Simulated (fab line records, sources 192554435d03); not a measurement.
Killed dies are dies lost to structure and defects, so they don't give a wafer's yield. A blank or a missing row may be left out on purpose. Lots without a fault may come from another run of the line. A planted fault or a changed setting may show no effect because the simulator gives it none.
fab line records | flow n5_finfet
record lots=8 wafers=24 last_day=18
route steps=1938 shown BEOL_M4@1034 PASSIVATION@1936
lots that met no fault: from a run of the same line without faults
start_h: hours from the record's first day to the start of the lot's first wafer shown | wait_h: hours since the lot's step before | " the same as in the row above | L1.1+2: a row that stands for several wafers | - no value, or no start given | * or withheld: withheld | < > ~ a bound
route shown NAME@n: a module of which the file shows steps, and the number in the route of the first | usual: mean/standard deviation of fault-free wafers | same: alike in all rows | chamber/n: place in a boat | sites: the reading at each site | _std_site: their standard deviation | _edge_site: outer sites' mean less inner sites' | radius_mm: how far each site lies from the wafer's centre | mask NAME#n: copy n | behind: the tool/chamber that last shaped the wafer | hold: why the lot was held/for how many hours/how that ended | device: the transistor (n, p or np) that didn't switch | end of line: the same wafers' tests at the end of the route | a step without rows: its recipe alone | killed: dies lost to structure and defects at the first sort, not the wafer's yield | map: a wafer's dies, x killed, . not, _ none there
set.NAME: the setting as run; set.NAME@STEP: as run at that earlier step | model.NAME: the simulator's own value behind a step, which no gauge read
steps of the route over a sample of lots; a table a step, a row a wafer
services: from which hour (start_h, from the record's first day; less than 0 if before it) a tool's chamber was out of use, for how many hours, and why
## steps
# step N5_BEOL_M4_CD_MEAS_11
# recipe target_cd_nm=16.79 landing_energy_ev=500 detector=se_inlens polarity=opening
# usual cd_nm=16.78/0.23
# columns lot.wafer tool chamber start_h wait_h cd_nm
L306.2 cd_sem-02 0 158.44 - 16.43
L306.3 " 0 " " 16.77
L306.6 " 0 " " 16.13
L308.1 cd_sem-01 0 161.74 - 16.96
L308.4 " 0 " " 16.76
L308.6 " 0 " " 17.08
L307.2 cd_sem-02 0 164.74 - 16.55
L307.5 " 0 " " 17.01
L307.6 " 0 " " 17.20
L309.2 cd_sem-03 0 168.72 - 16.61
L309.5 " 0 " " 16.69
L309.6 " 0 " " 17.09
L318.1 cd_sem-02 0 229.79 - 16.99
L318.2 " 0 " " 16.90
L318.5 " 0 " " 17.12
L323.1 cd_sem-03 0 266.38 - 17.01
L323.3 " 0 " " 16.56
L323.4 " 0 " " 16.77
L325.2 cd_sem-03 0 270.82 - 16.93
L325.5 " 0 " " 16.76
L325.6 " 0 " " 16.75
L329.1 cd_sem-03 0 297.93 - 16.46
L329.2 " 0 " " 16.25
L329.6 " 0 " " 16.45
# step N5_BEOL_M4_OVL_MEAS_12
# recipe points_per_wafer=522
# usual M4_OVL=0.1/0.59
# columns lot.wafer tool chamber start_h wait_h M4_OVL[nm]
L306.2 overlay-01 0 158.48 0.0 -0.1
L306.3 " 0 " " 0.7
L306.6 " 0 " " 0.5
L308.1 overlay-01 0 161.77 0.0 0.2
L308.4 " 0 " " -0.4
L308.6 " 0 " " 0.8
L307.2 overlay-02 0 164.78 0.0 -1.0
L307.5 " 0 " " -0.5
L307.6 " 0 " " -0.6
L309.2 overlay-02 0 168.75 0.0 0.1
L309.5 " 0 " " 0.0
L309.6 " 0 " " 0.8
L318.1 overlay-02 0 229.82 0.0 0.8
L318.2 " 0 " " 0.0
L318.5 " 0 " " -0.1
L323.1 overlay-01 0 266.41 0.0 0.9
L323.3 " 0 " " -0.5
L323.4 " 0 " " 0.1
L325.2 overlay-01 0 270.86 0.0 0.2
L325.5 " 0 " " 0.7
L325.6 " 0 " " 0.9
L329.1 overlay-02 0 297.96 0.0 -1.3
L329.2 " 0 " " 0.0
L329.6 " 0 " " 0.4
# step N5_BEOL_M4_EXPOSE_25
# recipe mask_id=V3 na=0.33 source_shape=quasar sigma_inner=0.2 sigma_outer=0.8 polarization=unpolarized defocus_nm=5 dose_mj=63
# columns lot.wafer tool chamber start_h wait_h mask
L306.2+3+6 euv_scanner-02 0 159.27 - V3#0
L308.1+4+6 euv_scanner-02 0 162.47 - V3#0
L307.2+5+6 euv_scanner-01 0 165.60 - V3#0
L309.2+5+6 euv_scanner-01 0 169.84 - V3#0
L318.1+2+5 euv_scanner-02 0 230.65 - V3#0
L323.1+3+4 euv_scanner-01 0 267.31 - V3#0
L325.2+5+6 euv_scanner-01 0 271.78 - V3#0
L329.1+2+6 euv_scanner-01 0 298.92 - V3#0
# step N5_BEOL_M4_CD_MEAS_28
# recipe target_cd_nm=26.2 landing_energy_ev=500 detector=se_inlens target_cd_y_nm=24.1 polarity=opening
# usual cd_nm=26.35/0.25
# columns lot.wafer tool chamber start_h wait_h cd_nm
L306.2 cd_sem-03 0 159.41 - 26.26
L306.3 " 0 " " 26.05
L306.6 " 0 " " 26.27
L308.1 cd_sem-01 0 162.62 - 26.57
L308.4 " 0 " " 26.23
L308.6 " 0 " " 26.14
L307.2 cd_sem-02 0 165.74 - 26.58
L307.5 " 0 " " 26.29
L307.6 " 0 " " 26.61
L309.2 cd_sem-01 0 169.97 - 26.15
L309.5 " 0 " " 26.59
L309.6 " 0 " " 26.23
L318.1 cd_sem-02 0 230.79 - 26.32
L318.2 " 0 " " 23.98
L318.5 " 0 " " 26.49
L323.1 cd_sem-03 0 267.46 - 26.79
L323.3 " 0 " " 26.42
L323.4 " 0 " " 27.12
L325.2 cd_sem-02 0 271.91 - 25.97
L325.5 " 0 " " 25.93
L325.6 " 0 " " 26.28
L329.1 cd_sem-03 0 299.06 - 26.25
L329.2 " 0 " " 26.44
L329.6 " 0 " " 26.07
# step N5_BEOL_M4_OVL_MEAS_29
# recipe points_per_wafer=522
# usual V3_OVL=0.5/0.67
# columns lot.wafer tool chamber start_h wait_h V3_OVL[nm]
L306.2 overlay-01 0 159.44 0.0 -0.2
L306.3 " 0 " " 0.1
L306.6 " 0 " " 0.2
L308.1 overlay-01 0 162.65 0.0 0.2
L308.4 " 0 " " 0.2
L308.6 " 0 " " 0.6
L307.2 overlay-02 0 165.78 0.0 -0.3
L307.5 " 0 " " 1.3
L307.6 " 0 " " 0.4
L309.2 overlay-01 0 170.01 0.0 0.7
L309.5 " 0 " " 0.6
L309.6 " 0 " " 1.0
L318.1 overlay-02 0 230.82 0.0 -0.5
L318.2 " 0 " " 0.7
L318.5 " 0 " " 0.4
L323.1 overlay-01 0 267.49 0.0 2.0
L323.3 " 0 " " 0.9
L323.4 " 0 " " 0.9
L325.2 overlay-01 0 271.95 0.0 -0.2
L325.5 " 0 " " 0.6
L325.6 " 0 " " 0.4
L329.1 overlay-02 0 299.09 0.0 0.0
L329.2 " 0 " " -0.1
L329.6 " 0 " " -1.3
# step N5_BEOL_M4_RC_MEAS_101
# usual DIBL_N=36.0/1.7 DIBL_P=36.0/2 IOFF_N=0.156/0.028 IOFF_P=0.21/0.04 ION_N=673/12 ION_P=463/8.3 SS_N=71.4/0.6 SS_P=73.3/0.66 VT_N=250/3 VT_P=-250/3.8
# columns lot.wafer tool chamber start_h wait_h DIBL_N[mV/V] DIBL_P[mV/V] IOFF_N[nA/um] IOFF_P[nA/um] ION_N[uA/um] ION_P[uA/um] SS_N[mV/dec] SS_P[mV/dec] VT_N[mV] VT_P[mV]
L306.2 prober-01 0 165.53 0.2 35.2 35.4 0.146 0.20 668 470 71.2 73.2 252 -250
L306.3 " 0 " " 33.2 33.1 0.118 0.16 661 461 70.4 73.0 254 -253
L306.6 " 0 " " 33.7 34.3 0.132 0.19 667 458 71.0 72.7 252 -250
L308.1 prober-02 0 169.30 0.0 35.8 35.5 0.155 0.16 674 460 72.5 73.2 250 -257
L308.4 " 0 " " 38.5 39.1 0.207 0.22 680 454 72.3 74.7 248 -251
L308.6 " 0 " " 35.0 35.3 0.146 0.17 668 454 70.5 73.0 248 -256
L307.2 prober-01 0 173.52 0.2 33.3 32.2 0.102 0.17 653 460 70.6 72.2 256 -253
L307.5 " 0 " " 35.7 35.4 0.135 0.20 654 456 72.1 73.7 254 -251
L307.6 " 0 " " 35.2 34.4 0.136 0.20 666 459 71.4 72.7 254 -249
L309.2 prober-02 0 179.55 0.5 36.9 36.3 0.167 0.18 677 461 71.3 73.6 250 -254
L309.5 " 0 " " 36.9 35.9 0.153 0.18 660 448 71.9 73.7 255 -255
L309.6 " 0 " " 34.7 34.3 0.123 0.16 672 457 70.7 72.6 254 -254
L318.1 prober-02 0 238.77 0.0 35.4 35.3 0.164 0.23 678 467 71.0 72.4 247 -245
L318.5 " 0 " " 35.8 36.7 0.188 0.27 695 480 71.8 73.8 246 -245
L323.1 prober-02 0 274.15 0.0 38.8 38.5 0.179 0.24 675 463 71.9 73.6 249 -250
L323.3 " 0 " " 37.1 36.2 0.156 0.22 687 470 71.3 72.2 248 -248
L323.4 " 0 " " 37.9 36.2 0.163 0.22 672 460 71.2 72.9 251 -249
L325.2 prober-02 0 289.62 0.2 34.4 34.3 0.118 0.18 667 462 70.8 72.6 256 -251
L325.5 " 0 " " 35.9 36.0 0.145 0.21 662 456 71.1 73.1 250 -251
L325.6 " 0 " " 34.5 33.9 0.125 0.18 662 463 71.1 72.5 252 -252
L329.1 prober-02 0 312.58 0.0 36.8 37.8 0.184 0.23 694 471 71.0 73.2 246 -249
L329.2 " 0 " " 36.1 37.0 0.167 0.21 684 464 71.1 72.9 248 -251
L329.6 " 0 " " 36.3 36.7 0.166 0.21 680 459 71.8 73.4 247 -253
# step N5_PASSIVATION_PROBE_49
# usual defect_limited_yield=91.6/1.6 killed_at_M0_to_M3=31/10 killed_at_M4_up=14/6.3 killed_at_contacts=12/6.1 killed_at_front_end=39/12 killed_at_other=3.7/2.8 killed_dies=100/19 killed_on_rim=13/4.2 killed_open=66/14 killed_short=33/8.1 sort_bin_5_function=5.0/1.1 sort_bin_6_memory=3.2/0.66 sort_n_pass=1080/18 sort_yield_pct=91.6/1.6
# same gross_dies=1180 killed_at_back_side=0 sort_bin_4_leakage[%]=0 sort_bin_8_speed[%]=0
# columns lot.wafer tool chamber start_h wait_h defect_limited_yield[%] killed_at_M0_to_M3 killed_at_M4_up killed_at_contacts killed_at_front_end killed_at_other killed_dies killed_on_rim killed_open killed_short sort_bin_5_function[%] sort_bin_6_memory[%] sort_n_pass sort_yield_pct[%]
L308.1 prober-01 - 264.07 0.0 93.1 28 10 12 28 4 82 9 47 34 4.4 2.2 1098 93.1
L308.4 prober-01 - 264.22 0.2 90.8 56 4 9 37 2 108 12 82 26 5.5 3.5 1072 90.8
L308.6 prober-01 - 264.32 0.3 90.7 39 17 13 34 7 110 19 74 34 5.8 3.1 1070 90.7
L306.2 prober-01 - 270.60 0.1 88.9 39 26 12 49 5 131 18 94 37 6.9 4.0 1049 88.9
L306.3 prober-01 - 270.65 0.1 89.7 29 41 11 38 2 121 14 91 29 6.9 3.2 1059 89.7
L306.6 prober-01 - 270.80 0.3 90.3 51 24 10 25 4 114 15 78 35 5.3 3.7 1066 90.3
L309.2 prober-02 - 280.50 0.1 90.0 20 9 33 51 5 118 13 85 33 5.7 4.0 1062 90.0
L309.5 prober-02 - 280.65 0.2 94.3 34 10 3 17 3 67 5 37 30 3.2 2.4 1113 94.3
L309.6 prober-02 - 280.70 0.3 91.5 29 26 7 36 2 100 6 70 30 5.3 3.1 1080 91.5
L307.2 prober-01 - 286.84 0.1 91.9 30 19 11 26 9 95 9 64 30 5.2 2.7 1085 91.9
L307.5 prober-01 - 286.99 0.2 90.2 49 15 17 29 6 116 10 85 30 6.0 3.7 1064 90.2
L307.6 prober-01 - 287.04 0.3 90.8 43 19 11 30 5 108 9 69 37 5.3 3.4 1072 90.8
L318.1 prober-02 - 339.01 0.0 91.2 27 16 7 52 2 104 10 59 45 5.3 3.1 1076 91.2
L318.2 prober-02 - 339.06 0.1 0 47 1059 23 43 8 1180 152 95 50 6.9 4.7 0 0
L318.5 prober-02 - 339.21 0.2 91.5 20 19 6 52 3 100 13 67 32 4.4 3.9 1080 91.5
L329.1 prober-02 - 419.93 0.0 92.6 36 11 7 32 1 87 8 63 24 4.2 3.1 1093 92.6
L329.2 prober-02 - 419.98 0.1 90.7 26 19 9 48 8 110 14 72 36 5.7 3.4 1070 90.7
L329.6 prober-02 - 420.18 0.3 92.5 31 8 13 36 0 88 5 64 23 4.5 2.8 1092 92.5
# killed by level:class
L308.1 BEOL_M0_SAQP:geometric_particle:short=8 MOL_CONTACT_COAG:geometric_particle:open=7 BEOL_M2:geometric_particle:open=6 GATE_CUT:geometric_particle:open=5 MOL_CONTACT_COAG:geometric_particle:short=5 DUMMY_GATE:geometric_particle:open=4 BEOL_M0:geometric_particle:open=4 FIN_SAQP:geometric_particle:open=3
L308.4 BEOL_M0_SAQP:geometric_particle:open=14 FIN_SAQP:geometric_particle:open=11 BEOL_M2:geometric_particle:open=11 BEOL_M0_SAQP:geometric_particle:short=10 DUMMY_GATE:geometric_particle:open=8 MOL_CONTACT_COAG:geometric_particle:open=8 BEOL_M3:geometric_particle:open=7 BEOL_M1:geometric_particle:open=6
L308.6 FIN_SAQP:geometric_particle:open=12 MOL_CONTACT_COAG:geometric_particle:open=10 BEOL_M2:geometric_particle:open=9 BEOL_M0_SAQP:geometric_particle:short=8 BEOL_M0_SAQP:geometric_particle:open=6 BEOL_M0:geometric_particle:open=5 FIN_SAQP:geometric_particle:short=4 STI_FIN_REVEAL:geometric_particle:open=4
L306.2 FIN_SAQP:geometric_particle:open=19 BEOL_M3:geometric_particle:open=13 BEOL_M4:geometric_particle:open=12 MOL_CONTACT_COAG:geometric_particle:open=10 BEOL_M1:geometric_particle:open=10 FIN_SAQP:geometric_particle:short=8 STI_FIN_REVEAL:geometric_particle:open=8 BEOL_M5:geometric_particle:open=7
L306.3 BEOL_M4:geometric_particle:open=23 FIN_SAQP:geometric_particle:open=10 MOL_CONTACT_COAG:geometric_particle:open=9 BEOL_M3:geometric_particle:open=9 STI_FIN_REVEAL:geometric_particle:open=8 BEOL_M4:geometric_particle:short=8 BEOL_M1:geometric_particle:open=6 BEOL_M0:geometric_particle:open=5
L306.6 BEOL_M3:geometric_particle:open=26 BEOL_M4:geometric_particle:open=15 FIN_SAQP:geometric_particle:short=10 MOL_CONTACT_COAG:geometric_particle:open=7 BEOL_M1:geometric_particle:open=7 BEOL_M0_SAQP:geometric_particle:short=6 FIN_SAQP:geometric_particle:open=5 BEOL_M4:geometric_particle:short=5
L309.2 MOL_CONTACT_COAG:geometric_particle:open=27 STI_FIN_REVEAL:geometric_particle:open=17 FIN_SAQP:geometric_particle:open=11 BEOL_M2:geometric_particle:open=8 MOL_CONTACT_COAG:geometric_particle:short=6 STI_FIN_REVEAL:geometric_particle:short=4 BEOL_M0_SAQP:geometric_particle:short=4 BEOL_M0_SAQP:geometric_particle:open=4
L309.5 BEOL_M0_SAQP:geometric_particle:short=10 BEOL_M2:geometric_particle:open=8 BEOL_M4:geometric_particle:open=6 FIN_SAQP:geometric_particle:short=4 BEOL_M0_SAQP:geometric_particle:open=4 BEOL_M0:geometric_particle:open=4 BEOL_M0:geometric_particle:short=4 FIN_SAQP:geometric_particle:open=3
L309.6 BEOL_M4:geometric_particle:open=14 BEOL_M2:geometric_particle:open=12 STI_FIN_REVEAL:geometric_particle:open=10 BEOL_M4:geometric_particle:short=6 STI_FIN_REVEAL:geometric_particle:short=5 MOL_CONTACT_COAG:geometric_particle:open=5 BEOL_M3:geometric_particle:open=5 STARTING-WAFER:geometric_particle:short=5
L307.2 BEOL_M0_SAQP:geometric_particle:open=12 MOL_CONTACT_COAG:geometric_particle:open=10 BEOL_M0_SAQP:geometric_particle:short=8 BEOL_M5:geometric_particle:open=7 BEOL_M2:geometric_particle:open=5 GATE_CUT:geometric_particle:short=4 STARTING-WAFER:geometric_particle:short=4 MIM_TOP:geometric_particle:open=4
L307.5 BEOL_M0_SAQP:geometric_particle:open=20 MOL_CONTACT_COAG:geometric_particle:open=15 BEOL_M0_SAQP:geometric_particle:short=10 FIN_SAQP:geometric_particle:short=7 BEOL_M1:geometric_particle:open=7 BEOL_M4:geometric_particle:open=6 FIN_SAQP:geometric_particle:open=5 BEOL_M2:geometric_particle:open=5
L307.6 BEOL_M0_SAQP:geometric_particle:open=12 BEOL_M0_SAQP:geometric_particle:short=11 BEOL_M3:geometric_particle:open=9 MOL_CONTACT_COAG:geometric_particle:open=8 FIN_SAQP:geometric_particle:open=5 BEOL_M1:geometric_particle:open=5 BEOL_M4:geometric_particle:open=5 DUMMY_GATE:geometric_particle:open=4
L318.1 GATE_CUT:geometric_particle:short=13 FIN_SAQP:geometric_particle:open=10 FIN_SAQP:geometric_particle:short=8 BEOL_M3:geometric_particle:open=8 MOL_CONTACT_COAG:geometric_particle:open=7 BEOL_M0_SAQP:geometric_particle:short=7 BEOL_M5:geometric_particle:open=7 STARTING-WAFER:geometric_particle:short=6
L318.2 BEOL_M4:area_expose=1035 MOL_CONTACT_COAG:geometric_particle:open=18 FIN_SAQP:geometric_particle:open=13 FIN_SAQP:geometric_particle:short=11 BEOL_M0_SAQP:geometric_particle:short=11 BEOL_M2:geometric_particle:open=8 BEOL_M3:geometric_particle:open=8 GATE_CUT:geometric_particle:short=7
L318.5 FIN_SAQP:geometric_particle:open=11 STI_FIN_REVEAL:geometric_particle:open=9 FIN_SAQP:geometric_particle:short=8 BEOL_M3:geometric_particle:open=7 GATE_CUT:geometric_particle:open=6 GATE_CUT:geometric_particle:short=6 MOL_CONTACT_COAG:geometric_particle:open=6 BEOL_M7:geometric_particle:open=4
L329.1 BEOL_M3:geometric_particle:open=14 BEOL_M0_SAQP:geometric_particle:open=12 STI_FIN_REVEAL:geometric_particle:open=8 MOL_CONTACT_COAG:geometric_particle:open=7 GATE_CUT:geometric_particle:open=6 BEOL_M0_SAQP:geometric_particle:short=4 STARTING-WAFER:geometric_particle:open=4 STI_FIN_REVEAL:geometric_particle:short=3
L329.2 GATE_CUT:geometric_particle:short=13 STI_FIN_REVEAL:geometric_particle:open=12 BEOL_M2:geometric_particle:open=10 FIN_SAQP:geometric_particle:open=6 MOL_CONTACT_COAG:geometric_particle:open=6 BEOL_M4:geometric_particle:open=6 BEOL_M0_SAQP:geometric_particle:open=4 FIN_SAQP:geometric_particle:short=3
L329.6 BEOL_M3:geometric_particle:open=13 MOL_CONTACT_COAG:geometric_particle:open=11 FIN_SAQP:geometric_particle:open=8 BEOL_M0:geometric_particle:open=7 BEOL_M0_SAQP:geometric_particle:open=6 FIN_SAQP:geometric_particle:short=4 DUMMY_GATE:geometric_particle:open=4 STARTING-WAFER:geometric_particle:open=3
## services
# columns tool chamber start_h hours kind
euv_scanner-01 - 137.38 4.6 pm
euv_scanner-02 - 189.58 1.0 pm
euv_scanner-01 - 193.90 1.0 pm
euv_scanner-01 - 213.62 2.1 repair
euv_scanner-02 - 245.73 1.0 pm
euv_scanner-01 - 246.61 4.9 repair
euv_scanner-02 - 251.46 4.6 pm
euv_scanner-01 - 256.06 1.0 pm
euv_scanner-02 - 261.91 5.8 pm
euv_scanner-01 - 275.44 0.3 repair
euv_scanner-01 - 281.30 5.8 pm
euv_scanner-02 0 288.22 - calibration
## key
first_sign step=N5_BEOL_M4_CD_MEAS_28 reading=cd_nm direction=down sigmas=9.5 usual=26.35 struck=23.98
effect step=N5_PASSIVATION_PROBE_49 reading=killed_at_M4_up direction=up sigmas=99+ usual=14 struck=1059
more_kills_born_at N5_BEOL_M4_EXPOSE_25@euv_scanner-02=1035
met_at N5_BEOL_M4_EXPOSE_25
struck_lots L318
struck_wafers L318.2
later_rows_left_out L318.2
not_acting_at N5_BEOL_M4_CD_MEAS_11,N5_BEOL_M4_OVL_MEAS_12,N5_BEOL_M4_OVL_MEAS_29
onset_between 162.47 230.65
fault kind=process_parameter_drift tool=euv_scanner-02 chamber=- onset_h=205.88 steps=N5_BEOL_M4_EXPOSE_25 channel=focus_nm offset=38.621 shape=step end_h=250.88 scope=struck_wafers_only
# later_rows_left_out: the simulator's readings of these wafers behind a module that went badly wrong aren't trusted and aren't shown, but for the sort
